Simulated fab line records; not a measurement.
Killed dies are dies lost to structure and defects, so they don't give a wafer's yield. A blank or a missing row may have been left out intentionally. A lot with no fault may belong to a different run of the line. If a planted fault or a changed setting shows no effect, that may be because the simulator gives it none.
Chamber matching ; flow nand_harc ; pecvd-03 running NHARC_P_GATE_DEP_103: 3 sister chambers
The step deposits SiON, target thk 30 nm. 14 wafers are shown with their chamber, then 7 later ones without.

EACH WAFER AND ITS CHAMBER
wafer;chamber;heater_power_w (W)
L784.3;2;662
L784.5;1;768
L784.6;2;664
L785.1;0;776
L785.2;2;637
L785.3;1;794
L789.4;1;910
L789.5;2;615
L789.6;0;715
L790.3;2;523
L790.4;1;917
L790.6;0;800
L792.1;2;595
L792.4;0;817

SIGNATURES, as means of the wafers listed above
reading;chamber 0;chamber 1;chamber 2;scatter within a chamber
heater_power_w;777.00;847.25;616.00;58.7
Rule: for a wafer and a chamber, the distance is found by dividing, reading by reading, the gap between the wafer's reading and the chamber's mean by the reading's scatter, squaring, summing and taking the root. If the next closest chamber is less than 2 further off than the closest, the wafer can't be placed; otherwise it belongs to the closest. The scatter: take each reading less its chamber's mean, square it, sum over the shown wafers, divide by the number of wafers less the number of chambers, and take the root.

WAFERS MISSING THEIR CHAMBER
wafer;heater_power_w (W)
L792.5;938
L794.3;734
L794.4;637
L794.5;937
L801.3;873
L801.4;907
L801.6;739

CHAMBER TAKEN BY EACH
wafer;from the rows above;in truth
L792.5;can't be placed: 1 or 0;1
L794.3;can't be placed: 0 or 1 or 2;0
L794.4;2;2
L794.5;can't be placed: 1 or 0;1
L801.3;can't be placed: 1 or 0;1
L801.4;can't be placed: 1 or 0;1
L801.6;can't be placed: 0 or 1 or 2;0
Correct placement for 1 of the 7. These rows do not allow placing 6 (true chamber among the candidates in 6). Placed wrongly: 0.
